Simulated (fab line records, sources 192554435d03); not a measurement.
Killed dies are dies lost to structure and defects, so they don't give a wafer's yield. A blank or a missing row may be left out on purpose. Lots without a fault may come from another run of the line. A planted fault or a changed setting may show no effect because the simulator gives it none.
Which tool did it? | flow n5_finfet | 24 lots, 72 wafers sampled, at 4 steps of a route of 1938

WHAT THE GAUGES READ, wafer by wafer
N5_BEOL_M3_RS_MEAS_58: measures by four-point-probe.
lot  | measured     | on            | M3_RS (ohm/sq)
L074 | day 7 16:28  | film_metro-01 | 0.67 0.73 0.67
L076 | day 8 01:53  | film_metro-01 | 0.67 0.60 0.66
L075 | day 8 10:29  | film_metro-01 | 0.69 0.62 0.70
L077 | day 8 13:26  | film_metro-02 | 0.69 0.68 0.67
L078 | day 8 16:15  | film_metro-02 | 0.65 0.62 0.67
L080 | day 9 03:56  | film_metro-02 | 0.71 0.69 0.63
L079 | day 9 07:36  | film_metro-01 | 0.64 0.62 0.62
L082 | day 9 12:10  | film_metro-01 | 0.68 0.72 0.71
L081 | day 9 20:27  | film_metro-01 | 0.68 0.68 0.68
L084 | day 9 23:22  | film_metro-01 | 0.68 0.68 0.63
L083 | day 9 23:37  | film_metro-01 | 0.69 0.60 0.63
L085 | day 10 15:04 | film_metro-02 | 0.68 0.71 0.74
L087 | day 11 03:14 | film_metro-01 | 0.68 0.63 0.65
L086 | day 11 04:43 | film_metro-01 | 0.65 0.65 0.64
L088 | day 11 08:51 | film_metro-01 | 0.70 0.62 0.67
L089 | day 11 11:14 | film_metro-02 | 0.68 0.60 0.65
L090 | day 11 11:43 | film_metro-01 | 0.79 0.70 0.66
L091 | day 11 20:08 | film_metro-01 | 0.66 0.62 0.68
L092 | day 11 23:16 | film_metro-01 | 0.65 0.65 0.61
L093 | day 12 17:38 | film_metro-01 | 0.79 0.78 0.68
L095 | day 12 21:59 | film_metro-01 | 0.69 0.73 0.63
L094 | day 12 23:55 | film_metro-02 | 0.72 0.67 0.65
L096 | day 13 03:03 | film_metro-01 | 0.65 0.69 0.63
L097 | day 13 17:43 | film_metro-01 | 0.71 0.75 0.73

N5_BEOL_M4_INSPECT_13: inspects for defects (brightfield).
lot  | measured     | on                | raw_defect_count
L074 | day 7 20:10  | defect_inspect-02 | 375 338 401
L076 | day 8 03:37  | defect_inspect-01 | 369 387 429
L075 | day 8 12:43  | defect_inspect-01 | 409 325 314
L077 | day 8 16:16  | defect_inspect-01 | 389 320 458
L078 | day 8 18:33  | defect_inspect-02 | 458 429 337
L080 | day 9 06:18  | defect_inspect-02 | 448 554 405
L079 | day 9 08:56  | defect_inspect-01 | 617 360 464
L082 | day 9 13:32  | defect_inspect-02 | 430 613 487
L081 | day 9 23:14  | defect_inspect-01 | 347 441 513
L084 | day 10 00:26 | defect_inspect-02 | 413 480 427
L083 | day 10 00:37 | defect_inspect-02 | 424 417 310
L085 | day 10 16:19 | defect_inspect-01 | 658 359 623
L087 | day 11 04:36 | defect_inspect-01 | 403 348 306
L086 | day 11 05:32 | defect_inspect-01 | 355 456 387
L088 | day 11 10:53 | defect_inspect-01 | 557 530 558
L089 | day 11 12:08 | defect_inspect-02 | 396 383 486
L090 | day 11 12:46 | defect_inspect-02 | 312 379 562
L091 | day 11 23:04 | defect_inspect-02 | 464 365 345
L092 | day 12 00:14 | defect_inspect-01 | 377 523 481
L093 | day 12 22:03 | defect_inspect-01 | 279 363 401
L095 | day 12 23:28 | defect_inspect-01 | 380 338 412
L094 | day 13 01:43 | defect_inspect-02 | 578 530 596
L096 | day 13 04:28 | defect_inspect-02 | 563 520 514
L097 | day 13 20:35 | defect_inspect-01 | 442 317 378

WHICH TOOL RAN EACH LOT (tool, then ch and the chambers of the sampled wafers, then the start)
lot  | N5_BEOL_M3_SURFACE_TREAT_85  | N5_BEOL_M3_CMP_52
L074 | pvd_sputter-03, day 7 13:15  | cmp-04 ch 0,2,3, day 7 16:02
L076 | pvd_sputter-03, day 7 22:48  | cmp-01 ch 1,2,3, day 8 01:24
L075 | pvd_sputter-01, day 8 06:40  | cmp-02 ch 0,1,2, day 8 10:03
L077 | pvd_sputter-02, day 8 10:16  | cmp-01 ch 0,1,3, day 8 12:53
L078 | pvd_sputter-02, day 8 13:02  | cmp-04 ch 0,2,3, day 8 15:42
L080 | pvd_sputter-03, day 9 00:51  | cmp-04 ch 0,1,3, day 9 03:28
L079 | pvd_sputter-01, day 9 03:58  | cmp-01 ch 2,3, day 9 07:02
L082 | pvd_sputter-02, day 9 08:50  | cmp-02 ch 1,2,3, day 9 11:31
L081 | pvd_sputter-02, day 9 17:20  | cmp-01 ch 1,3, day 9 19:56
L084 | pvd_sputter-01, day 9 20:15  | cmp-02 ch 0,2, day 9 22:43
L083 | pvd_sputter-03, day 9 20:26  | cmp-02 ch 1,2,3, day 9 23:02
L085 | pvd_sputter-01, day 10 11:51 | cmp-02 ch 0,1,3, day 10 14:34
L087 | pvd_sputter-01, day 10 23:46 | cmp-04 ch 0,2, day 11 02:43
L086 | pvd_sputter-01, day 10 23:49 | cmp-04 ch 0,2,3, day 11 04:12
L088 | pvd_sputter-01, day 11 05:25 | cmp-02 ch 0,1, day 11 08:14
L089 | pvd_sputter-02, day 11 08:11 | cmp-02 ch 1,2, day 11 10:41
L090 | pvd_sputter-03, day 11 08:13 | cmp-01 ch 0,2, day 11 11:10
L091 | pvd_sputter-01, day 11 16:17 | cmp-04 ch 1,2, day 11 19:25
L092 | pvd_sputter-01, day 11 19:45 | cmp-04 ch 0,1,2, day 11 22:47
L093 | pvd_sputter-03, day 12 14:15 | cmp-02 ch 0,3, day 12 17:04
L095 | pvd_sputter-03, day 12 17:08 | cmp-02 ch 1,2,3, day 12 21:30
L094 | pvd_sputter-03, day 12 17:11 | cmp-01 ch 1,2, day 12 23:16
L096 | pvd_sputter-02, day 12 23:56 | cmp-04 ch 0,2,3, day 13 02:34
L097 | pvd_sputter-02, day 13 14:17 | cmp-01 ch 0,1,2, day 13 17:10
- N5_BEOL_M3_SURFACE_TREAT_85
- N5_BEOL_M3_CMP_52: polishes, stops on SiOC, t overpolish 6.8 s, target thk 40 nm.

WHAT THE TOOLS THEMSELVES READ (means of the sampled wafers that have a number; where no wafer has one, the mark that the record gives instead)
N5_BEOL_M3_CMP_52.
lot  | tool   | barrier_field_endpoint_s (s) | clearing_platen_down_force_psi (psi) | edge_zone_pressure_frac | motor_current_A (A) | overpolish_run_s (s) | time_to_endpoint_s (s)
L074 | cmp-04 | 25.4                         | 1.5011                               | 1.004                   | 6.0                 | 6.803                | 67
L076 | cmp-01 | 24.6                         | 1.4971                               | 0.997                   | 6.6                 | 6.804                | 63
L075 | cmp-02 | 24.9                         | 1.5015                               | 1.001                   | 7.0                 | 6.802                | 62
L077 | cmp-01 | 25.1                         | 1.4984                               | 1.004                   | 6.0                 | 6.800                | 62
L078 | cmp-04 | 24.7                         | 1.5018                               | 1.004                   | 6.2                 | 6.795                | 64
L080 | cmp-04 | 24.3                         | 1.4980                               | 1.001                   | 6.0                 | 6.807                | 63
L079 | cmp-01 | 26.9                         | 1.5002                               | 1.002                   | 6.3                 | 6.804                | 66
L082 | cmp-02 | 24.8                         | 1.5007                               | 1.000                   | 6.3                 | 6.801                | 63
L081 | cmp-01 | 25.1                         | 1.4983                               | 1.001                   | 6.3                 | 6.796                | 63
L084 | cmp-02 | 24.8                         | 1.4998                               | 1.004                   | 7.2                 | 6.802                | 61
L083 | cmp-02 | 25.7                         | 1.5010                               | 1.000                   | 6.1                 | 6.796                | 64
L085 | cmp-02 | 24.6                         | 1.4979                               | 1.004                   | 6.5                 | 6.808                | 60
L087 | cmp-04 | 26.3                         | 1.4970                               | 1.003                   | 5.8                 | 6.806                | 67
L086 | cmp-04 | 25.5                         | 1.5029                               | 0.997                   | 6.2                 | 6.795                | 68
L088 | cmp-02 | 25.3                         | 1.5016                               | 1.003                   | 6.9                 | 6.802                | 65
L089 | cmp-02 | 25.6                         | 1.4995                               | 0.999                   | 6.7                 | 6.799                | 64
L090 | cmp-01 | 23.8                         | 1.4997                               | 0.998                   | 6.2                 | 6.801                | 57
L091 | cmp-04 | 25.5                         | 1.4998                               | 1.003                   | 5.8                 | 6.795                | 68
L092 | cmp-04 | 26.5                         | 1.4987                               | 0.997                   | 5.9                 | 6.793                | 67
L093 | cmp-02 | 24.6                         | 1.5035                               | 0.996                   | 6.7                 | 6.801                | 60
L095 | cmp-02 | 24.9                         | 1.5001                               | 1.006                   | 6.3                 | 6.805                | 61
L094 | cmp-01 | 25.1                         | 1.5000                               | 0.995                   | 6.7                 | 6.803                | 63
L096 | cmp-04 | 24.8                         | 1.4987                               | 1.001                   | 6.3                 | 6.803                | 64
L097 | cmp-01 | 24.3                         | 1.4992                               | 1.003                   | 6.1                 | 6.795                | 59

THE ANSWER, worked out from the rows above alone
Rule: what is usual is taken from the lots themselves. Put in order of their means at a reading, lots are off if they are a third of the lots or fewer, leave a main group of 4 or more, and stand apart from it by a gap of 3 or more times the standard deviation of the main group's means; of several such gaps the widest counts. A main group whose means are all the same, to the digits that the tables above print for the reading, isn't used. A lot without any number at a reading at which 4 lots or more have one is off too. The other lots that the step has rows for count as sound. The gauges are gone through in route order, then the tools' own readings, and for those a lot's mean is taken as printed above. The first step at which some lot is off is used, and at that step the reading that is off furthest; a lot without a number counts as furthest.
No lot is off at any reading shown: from this, nothing can be told.

WHAT THE SIMULATOR HAD PUT IN
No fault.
